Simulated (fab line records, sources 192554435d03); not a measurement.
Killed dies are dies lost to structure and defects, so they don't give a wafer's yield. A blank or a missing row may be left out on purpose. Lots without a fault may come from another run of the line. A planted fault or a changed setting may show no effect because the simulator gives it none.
Which tool did it? | flow n5_finfet | 24 lots, 72 wafers sampled, at 6 steps of a route of 1938

WHAT THE GAUGES READ, wafer by wafer
The record holds no reading of a measuring or inspecting step that can be judged against a usual standard deviation.

WHICH TOOL RAN EACH LOT (tool, then ch and the chambers of the sampled wafers, then the start)
lot  | N5_BEOL_M4_HM_OPEN_17             | N5_BEOL_M4_STRIP_97                           | N5_BEOL_M4_SPUTTER_79        | N5_BEOL_M4_ANNEAL_80         | N5_BEOL_M5_CURE_79            | N5_BEOL_M5_ETCH_68
L074 | rie_metal-01 ch 0, day 7 10:00    | rie_diel-02 ch 2,3, day 7 15:47 or earlier    | pvd_sputter-03, day 7 15:47  | pvd_sputter-03, day 7 15:52  | uv_cure-03 ch 0, day 7 19:27  | rie_diel-05 ch 0,1, day 8 01:32
L075 | rie_metal-02 ch 0,1, day 7 18:52  | rie_diel-03 ch 1,2,3, day 8 02:38 or earlier  | pvd_sputter-02, day 8 02:38  | pvd_sputter-02, day 8 02:43  | uv_cure-03 ch 1, day 8 06:33  | rie_diel-01 ch 1,2, day 8 11:32
L076 | rie_metal-03 ch 0,1, day 7 23:36  | rie_diel-03 ch 1,2,3, day 8 03:14 or earlier  | pvd_sputter-03, day 8 03:14  | pvd_sputter-03, day 8 03:19  | uv_cure-01 ch 0, day 8 07:04  | rie_diel-01 ch 2,3, day 8 10:25
L077 | rie_metal-03 ch 0,1, day 8 06:40  | rie_diel-03 ch 0,1,2, day 8 12:09 or earlier  | pvd_sputter-01, day 8 12:09  | pvd_sputter-01, day 8 12:14  | uv_cure-02 ch 1, day 8 15:57  | rie_diel-01 ch 1,2, day 8 19:54
L078 | rie_metal-03 ch 1, day 8 10:22    | rie_diel-02 ch 0,2, day 8 15:19 or earlier    | pvd_sputter-03, day 8 15:19  | pvd_sputter-03, day 8 15:23  | uv_cure-01 ch 2, day 8 19:04  | rie_diel-05 ch 0,1,2, day 8 22:50
L079 | rie_metal-01 ch 0,1, day 8 14:48  | rie_diel-02 ch 1,2, day 8 22:00 or earlier    | pvd_sputter-02, day 8 22:00  | pvd_sputter-02, day 8 22:05  | uv_cure-01 ch 0, day 9 01:49  | rie_diel-05 ch 0,3, day 9 05:08
L080 | rie_metal-02 ch 0,1, day 9 00:22  | rie_diel-02 ch 1,2, day 9 03:38 or earlier    | pvd_sputter-03, day 9 03:38  | pvd_sputter-03, day 9 03:43  | uv_cure-02 ch 1, day 9 07:28  | rie_diel-01 ch 1,2,3, day 9 11:08
L082 | rie_metal-01 ch 0,1, day 9 01:52  | rie_diel-02 ch 0,2, day 9 07:09 or earlier    | pvd_sputter-02, day 9 07:09  | pvd_sputter-02, day 9 07:14  | uv_cure-02 ch 0, day 9 11:11  | rie_diel-05 ch 0,2,3, day 9 13:56
L081 | rie_metal-03 ch 0,1, day 9 09:49  | rie_diel-02 ch 0,1, day 9 12:12 or earlier    | pvd_sputter-02, day 9 12:12  | pvd_sputter-02, day 9 12:17  | uv_cure-02 ch 1, day 9 16:13  | rie_diel-01 ch 0,2, day 9 18:55
L083 | rie_metal-01 ch 0,1, day 9 10:57  | rie_diel-03 ch 0,2,3, day 9 14:14 or earlier  | pvd_sputter-02, day 9 14:14  | pvd_sputter-02, day 9 14:19  | uv_cure-01 ch 1, day 9 17:56  | rie_diel-05 ch 1,2,3, day 9 20:19
L084 | rie_metal-01 ch 0,1, day 9 16:38  | rie_diel-03 ch 0,1,2, day 9 19:36 or earlier  | pvd_sputter-02, day 9 19:36  | pvd_sputter-02, day 9 19:41  | uv_cure-01 ch 1, day 9 23:19  | rie_diel-01 ch 0,2,3, day 10 02:08
L085 | rie_metal-02 ch 0,1, day 12 09:20 | rie_diel-02 ch 2,3, day 13 04:48 or earlier   | pvd_sputter-01, day 13 04:48 | pvd_sputter-01, day 13 04:53 | uv_cure-01 ch 0, day 13 08:34 | rie_diel-05 ch 0,1,3, day 13 13:22
L088 | rie_metal-01 ch 0, day 12 12:57   | rie_diel-02 ch 0,3, day 12 18:23 or earlier   | pvd_sputter-03, day 12 18:23 | pvd_sputter-03, day 12 18:28 | uv_cure-01 ch 2, day 12 22:13 | rie_diel-05 ch 0,1,2, day 13 00:35
L095 | rie_metal-02 ch 0,1, day 12 14:28 | rie_diel-02 ch 0,2,3, day 12 21:01 or earlier | pvd_sputter-02, day 12 21:01 | pvd_sputter-02, day 12 21:05 | uv_cure-03 ch 0, day 13 01:05 | rie_diel-05 ch 0,1,3, day 13 05:50
L094 | rie_metal-01 ch 0,1, day 12 14:43 | rie_diel-03 ch 0,2, day 12 22:43 or earlier   | pvd_sputter-01, day 12 22:43 | pvd_sputter-01, day 12 22:47 | uv_cure-01 ch 1, day 13 02:34 | rie_diel-01 ch 0,2, day 13 09:37
L089 | rie_metal-03 ch 0,1, day 12 20:59 | rie_diel-03 ch 0,3, day 13 11:43 or earlier   | pvd_sputter-03, day 13 11:43 | pvd_sputter-03, day 13 11:47 | uv_cure-01 ch 1, day 13 15:43 | rie_diel-01 ch 0,1, day 13 21:01
L090 | rie_metal-01 ch 1, day 12 21:04   | rie_diel-02 ch 1,2,3, day 13 04:40 or earlier | pvd_sputter-03, day 13 04:40 | pvd_sputter-03, day 13 04:44 | uv_cure-03 ch 2, day 13 08:19 | rie_diel-06 ch 1,2, day 13 13:45
L092 | rie_metal-02 ch 0,1, day 12 21:24 | rie_diel-03 ch 0,1,2, day 13 13:33 or earlier | pvd_sputter-03, day 13 13:33 | pvd_sputter-03, day 13 13:38 | uv_cure-03 ch 1, day 13 20:39 | rie_diel-05 ch 0,1, day 13 23:43
L091 | rie_metal-03 ch 0,1, day 13 00:36 | rie_diel-02 ch 0,2,3, day 13 22:46 or earlier | pvd_sputter-01, day 13 22:46 | pvd_sputter-01, day 13 22:51 | uv_cure-01 ch 1, day 14 02:26 | rie_diel-06 ch 0,1,3, day 14 06:14
L093 | rie_metal-03 ch 0,1, day 13 03:04 | rie_diel-04 ch 0,1,3, day 14 06:13 or earlier | pvd_sputter-03, day 14 06:13 | pvd_sputter-03, day 14 06:18 | uv_cure-03 ch 0, day 14 09:59 | rie_diel-06 ch 1,2,3, day 14 16:27
L087 | rie_metal-03 ch 0,1, day 13 07:23 | rie_diel-03 ch 0,1,3, day 14 05:25 or earlier | pvd_sputter-02, day 14 05:25 | pvd_sputter-02, day 14 05:30 | uv_cure-02 ch 0, day 14 09:05 | rie_diel-06 ch 0,2,3, day 14 11:53
L096 | rie_metal-01 ch 0,1, day 13 07:33 | rie_diel-02 ch 0,1, day 14 09:56 or earlier   | pvd_sputter-03, day 14 09:56 | pvd_sputter-03, day 14 10:01 | uv_cure-02 ch 1, day 14 13:37 | rie_diel-01 ch 1,3, day 14 16:07
L086 | rie_metal-02 ch 0,1, day 13 16:47 | rie_diel-03 ch 0,1,3, day 14 11:47 or earlier | pvd_sputter-03, day 14 11:47 | pvd_sputter-03, day 14 11:52 | uv_cure-02 ch 1, day 14 15:50 | rie_diel-06 ch 0,2, day 14 23:26
L097 | rie_metal-02 ch 0,1, day 14 07:49 | rie_diel-02 ch 0,3, day 15 00:49 or earlier   | pvd_sputter-01, day 15 00:49 | pvd_sputter-01, day 15 00:53 | uv_cure-03 ch 1, day 15 05:42 | rie_diel-05 ch 0,2,3, day 15 08:46
- N5_BEOL_M4_HM_OPEN_17: chemistry Cl2/BCl3, target TiN, target depth 20 nm, overetch 6 nm.
- N5_BEOL_M4_STRIP_97: strips in N2/H2, time 10 s.
- N5_BEOL_M4_SPUTTER_79: material Cu, target thk 4.5 nm, time 8.29 s.
- N5_BEOL_M4_ANNEAL_80: time 240 s.
- N5_BEOL_M5_CURE_79: cures SiCOH lowk, time 240 s.
- N5_BEOL_M5_ETCH_68: etches SOC in N2/H2, target depth 80 nm, overetch 16 nm, time 120 s.

WHAT THE TOOLS THEMSELVES READ (means of the sampled wafers that have a number; where no wafer has one, the mark that the record gives instead)
N5_BEOL_M4_HM_OPEN_17. Usual: drypump_motor_current_A 5.8 A, standard deviation 0.32; oes_product_au 0.67 a.u., standard deviation 0.091; throttle_valve_pct 22.13 %, standard deviation 0.25.
lot  | tool         | drypump_motor_current_A (A) | oes_product_au (a.u.) | throttle_valve_pct (%) | flag
L074 | rie_metal-01 | 5.8                         | 0.52                  | 22.58                  |
L075 | rie_metal-02 | 5.7                         | 0.73                  | 21.92                  |
L076 | rie_metal-03 | 6.0                         | 0.67                  | 22.19                  |
L077 | rie_metal-03 | 6.0                         | 0.67                  | 22.19                  |
L078 | rie_metal-03 | 6.2                         | 0.50                  | 22.32                  |
L079 | rie_metal-01 | 5.4                         | 0.62                  | 22.25                  |
L080 | rie_metal-02 | 5.8                         | 0.70                  | 21.79                  |
L082 | rie_metal-01 | 5.3                         | 0.62                  | 22.26                  |
L081 | rie_metal-03 | 6.1                         | 0.58                  | 22.27                  |
L083 | rie_metal-01 | 5.3                         | 0.62                  | 22.27                  |
L084 | rie_metal-01 | 5.6                         | 0.56                  | 22.43                  |
L085 | rie_metal-02 | 5.7                         | 0.69                  | 21.95                  |
L088 | rie_metal-01 | 5.8                         | 0.79                  | 22.26                  |
L095 | rie_metal-02 | 5.8                         | 0.69                  | 21.94                  |
L094 | rie_metal-01 | 5.3                         | 0.69                  | 22.17                  |
L089 | rie_metal-03 | 6.1                         | 0.76                  | 22.06                  |
L090 | rie_metal-01 | 5.1                         | 0.64                  | 22.14                  |
L092 | rie_metal-02 | 5.7                         | 0.69                  | 21.94                  |
L091 | rie_metal-03 | 6.1                         | 0.75                  | 22.07                  |
L093 | rie_metal-03 | 6.1                         | 0.73                  | 22.12                  |
L087 | rie_metal-03 | 6.1                         | 0.76                  | 22.07                  |
L096 | rie_metal-01 | 5.6                         | 0.74                  | 22.22                  |
L086 | rie_metal-02 | 5.8                         | 0.66                  | 21.83                  |
L097 | rie_metal-02 | 5.8                         | 0.67                  | 21.83                  |

N5_BEOL_M4_STRIP_97. Usual: drypump_motor_current_A 5.9 A, standard deviation 0.41; oes_product_au 0.79 a.u., standard deviation 0.077; rf_vpp_V 59.2 V, standard deviation 0.89; showerhead_plenum_p_Torr 2.57 Torr, standard deviation 0.11; throttle_valve_pct 23.69 %, standard deviation 0.25.
lot  | tool        | drypump_motor_current_A (A) | oes_product_au (a.u.) | rf_vpp_V (V) | showerhead_plenum_p_Torr (Torr) | throttle_valve_pct (%) | flag
L074 | rie_diel-02 | 6.2                         | 0.87                  | 58.2         | 2.62                            | 23.76                  |
L075 | rie_diel-03 | 5.4                         | 0.81                  | 60.1         | 2.60                            | 23.63                  |
L076 | rie_diel-03 | 5.5                         | 0.81                  | 60.1         | 2.60                            | 23.63                  |
L077 | rie_diel-03 | 5.6                         | 0.75                  | 59.2         | 2.49                            | 23.75                  |
L078 | rie_diel-02 | 6.3                         | 0.75                  | 59.0         | 2.50                            | 23.77                  |
L079 | rie_diel-02 | 6.1                         | 0.83                  | 59.7         | 2.67                            | 23.46                  |
L080 | rie_diel-02 | 6.1                         | 0.83                  | 59.5         | 2.67                            | 23.46                  |
L082 | rie_diel-02 | 6.1                         | 0.77                  | 58.9         | 2.57                            | 23.61                  |
L081 | rie_diel-02 | 6.3                         | 0.78                  | 59.2         | 2.52                            | 23.82                  |
L083 | rie_diel-03 | 5.4                         | 0.75                  | 58.3         | 2.53                            | 23.73                  |
L084 | rie_diel-03 | 5.6                         | 0.74                  | 59.6         | 2.49                            | 23.75                  |
L085 | rie_diel-02 | 6.1                         | 0.78                  | 59.3         | 2.61                            | 23.64                  |
L088 | rie_diel-02 | 6.4                         | 0.74                  | 59.5         | 2.47                            | 24.01                  |
L095 | rie_diel-02 | 6.2                         | 0.77                  | 59.4         | 2.54                            | 23.82                  |
L094 | rie_diel-03 | 5.3                         | 0.79                  | 58.7         | 2.58                            | 23.85                  |
L089 | rie_diel-03 | 5.5                         | 0.84                  | 59.0         | 2.68                            | 23.49                  |
L090 | rie_diel-02 | 6.2                         | 0.81                  | 59.7         | 2.64                            | 23.69                  |
L092 | rie_diel-03 | 5.6                         | 0.82                  | 59.0         | 2.58                            | 23.71                  |
L091 | rie_diel-02 | 6.2                         | 0.76                  | 59.2         | 2.54                            | 23.84                  |
L093 | rie_diel-04 | 6.0                         | 0.85                  | 59.1         | 2.50                            | 23.29                  |
L087 | rie_diel-03 | 5.7                         | 0.84                  | 59.0         | 2.64                            | 23.52                  |
L096 | rie_diel-02 | 6.3                         | 0.73                  | 58.2         | 2.51                            | 23.87                  |
L086 | rie_diel-03 | 5.7                         | 0.84                  | 59.6         | 2.64                            | 23.51                  |
L097 | rie_diel-02 | 6.4                         | 0.77                  | 59.5         | 2.52                            | 24.02                  |

N5_BEOL_M4_SPUTTER_79. Usual: throttle_valve_pct 29.8 %, standard deviation 1.1.
lot  | tool           | throttle_valve_pct (%) | flag
L074 | pvd_sputter-03 | 29.9                   |
L075 | pvd_sputter-02 | 29.8                   |
L076 | pvd_sputter-03 | 28.8                   |
L077 | pvd_sputter-01 | 31.0                   |
L078 | pvd_sputter-03 | 30.2                   |
L079 | pvd_sputter-02 | 30.1                   |
L080 | pvd_sputter-03 | 30.2                   |
L082 | pvd_sputter-02 | 28.9                   |
L081 | pvd_sputter-02 | 30.0                   |
L083 | pvd_sputter-02 | 29.4                   |
L084 | pvd_sputter-02 | 28.8                   |
L085 | pvd_sputter-01 | 30.7                   |
L088 | pvd_sputter-03 | 29.8                   |
L095 | pvd_sputter-02 | 28.8                   |
L094 | pvd_sputter-01 | 30.1                   |
L089 | pvd_sputter-03 | 29.0                   |
L090 | pvd_sputter-03 | 29.3                   |
L092 | pvd_sputter-03 | 29.1                   |
L091 | pvd_sputter-01 | 30.5                   |
L093 | pvd_sputter-03 | 29.5                   |
L087 | pvd_sputter-02 | 29.2                   |
L096 | pvd_sputter-03 | 29.9                   |
L086 | pvd_sputter-03 | 30.1                   |
L097 | pvd_sputter-01 | 30.3                   |

N5_BEOL_M4_ANNEAL_80. Usual: heater_power_w 840 W, standard deviation 48.
lot  | tool           | heater_power_w (W) | flag
L074 | pvd_sputter-03 | 888                |
L075 | pvd_sputter-02 | 835                |
L076 | pvd_sputter-03 | 878                |
L077 | pvd_sputter-01 | 767                |
L078 | pvd_sputter-03 | 885                |
L079 | pvd_sputter-02 | 791                |
L080 | pvd_sputter-03 | 873                |
L082 | pvd_sputter-02 | 832                |
L081 | pvd_sputter-02 | 796                |
L083 | pvd_sputter-02 | 820                |
L084 | pvd_sputter-02 | 822                |
L085 | pvd_sputter-01 | 811                |
L088 | pvd_sputter-03 | 860                |
L095 | pvd_sputter-02 | 833                |
L094 | pvd_sputter-01 | 827                |
L089 | pvd_sputter-03 | 897                |
L090 | pvd_sputter-03 | 889                |
L092 | pvd_sputter-03 | 879                |
L091 | pvd_sputter-01 | 804                |
L093 | pvd_sputter-03 | 870                |
L087 | pvd_sputter-02 | 817                |
L096 | pvd_sputter-03 | 881                |
L086 | pvd_sputter-03 | 891                |
L097 | pvd_sputter-01 | 834                |

N5_BEOL_M5_CURE_79. Usual: lamp_power_pct 52.31 %, standard deviation 0.048; wafer_temp_C_max 387.3, standard deviation 0.84.
lot  | tool       | lamp_power_pct (%) | wafer_temp_C_max | flag
L074 | uv_cure-03 | 52.31              | 388.3            |
L075 | uv_cure-03 | 52.34              | 386.9            |
L076 | uv_cure-01 | 52.35              | 388.9            |
L077 | uv_cure-02 | 52.33              | 387.7            |
L078 | uv_cure-01 | 52.29              | 387.7            |
L079 | uv_cure-01 | 52.33              | 388.5            |
L080 | uv_cure-02 | 52.30              | 387.6            |
L082 | uv_cure-02 | 52.32              | 387.3            |
L081 | uv_cure-02 | 52.28              | 387.6            |
L083 | uv_cure-01 | 52.33              | 386.7            |
L084 | uv_cure-01 | 52.34              | 386.7            |
L085 | uv_cure-01 | 52.37              | 388.1            |
L088 | uv_cure-01 | 52.30              | 387.7            |
L095 | uv_cure-03 | 52.32              | 387.4            |
L094 | uv_cure-01 | 52.31              | 386.6            |
L089 | uv_cure-01 | 52.29              | 386.7            |
L090 | uv_cure-03 | 52.29              | 385.7            |
L092 | uv_cure-03 | 52.28              | 387.3            |
L091 | uv_cure-01 | 52.30              | 386.2            |
L093 | uv_cure-03 | 52.30              | 388.1            |
L087 | uv_cure-02 | 52.27              | 387.2            |
L096 | uv_cure-02 | 52.30              | 387.6            |
L086 | uv_cure-02 | 52.33              | 387.1            |
L097 | uv_cure-03 | 52.35              | 386.6            |

N5_BEOL_M5_ETCH_68. Usual: drypump_motor_current_A 5.6 A, standard deviation 0.71; oes_product_au 0.58 a.u., standard deviation 0.061; rf_vpp_V 524.2 V, standard deviation 2.8; showerhead_plenum_p_Torr 2.55 Torr, standard deviation 0.1; throttle_valve_pct 17.91 %, standard deviation 0.2.
lot  | tool        | drypump_motor_current_A (A) | oes_product_au (a.u.) | rf_vpp_V (V) | showerhead_plenum_p_Torr (Torr) | throttle_valve_pct (%) | flag
L074 | rie_diel-05 | 6.7                         | 0.55                  | 520.5        | 2.41                            | 18.08                  |
L075 | rie_diel-01 | 5.4                         | 0.56                  | 525.0        | 2.55                            | 17.86                  |
L076 | rie_diel-01 | 5.0                         | 0.56                  | 522.6        | 2.51                            | 18.05                  |
L077 | rie_diel-01 | 5.5                         | 0.57                  | 523.7        | 2.55                            | 17.88                  |
L078 | rie_diel-05 | 6.2                         | 0.55                  | 522.2        | 2.48                            | 18.00                  |
L079 | rie_diel-05 | 5.5                         | 0.64                  | 525.7        | 2.61                            | 17.93                  |
L080 | rie_diel-01 | 5.1                         | 0.55                  | 524.3        | 2.55                            | 17.95                  |
L082 | rie_diel-05 | 5.6                         | 0.59                  | 525.0        | 2.58                            | 17.96                  |
L081 | rie_diel-01 | 5.4                         | 0.58                  | 524.3        | 2.56                            | 17.99                  |
L083 | rie_diel-05 | 5.6                         | 0.59                  | 525.0        | 2.59                            | 17.88                  |
L084 | rie_diel-01 | 5.1                         | 0.56                  | 524.6        | 2.55                            | 18.05                  |
L085 | rie_diel-05 | 6.1                         | 0.57                  | 522.3        | 2.50                            | 18.04                  |
L088 | rie_diel-05 | 6.2                         | 0.53                  | 522.8        | 2.47                            | 18.05                  |
L095 | rie_diel-05 | 6.1                         | 0.57                  | 522.8        | 2.50                            | 18.03                  |
L094 | rie_diel-01 | 5.3                         | 0.57                  | 523.7        | 2.55                            | 18.03                  |
L089 | rie_diel-01 | 5.1                         | 0.61                  | 525.3        | 2.62                            | 17.91                  |
L090 | rie_diel-06 | 5.8                         | 0.58                  | 523.0        | 2.50                            | 17.77                  |
L092 | rie_diel-05 | 6.7                         | 0.54                  | 519.5        | 2.40                            | 18.09                  |
L091 | rie_diel-06 | 5.8                         | 0.56                  | 525.1        | 2.56                            | 17.84                  |
L093 | rie_diel-06 | 5.8                         | 0.58                  | 522.9        | 2.50                            | 17.82                  |
L087 | rie_diel-06 | 6.1                         | 0.60                  | 524.4        | 2.56                            | 17.71                  |
L096 | rie_diel-01 | 5.0                         | 0.71                  | 523.9        | 2.56                            | 17.55                  |
L086 | rie_diel-06 | 6.5                         | 0.63                  | 523.8        | 2.55                            | 17.56                  |
L097 | rie_diel-05 | 5.7                         | 0.57                  | 525.2        | 2.56                            | 18.02                  |

THE ANSWER, worked out from the rows above alone
Rule: a lot is off if the mean of its wafers that have a number lies more than 3 standard deviations from the usual mean. A lot without any number at a reading at which 4 lots or more have one is off too. The other lots that the step has rows for count as sound. The gauges are gone through in route order, then the tools' own readings, and for those a lot's mean is taken as printed above. The first step at which some lot is off is used, and at that step the reading that is off furthest; a lot without a number counts as furthest.
No lot is off at any reading shown: from this, nothing can be told.

WHAT THE SIMULATOR HAD PUT IN
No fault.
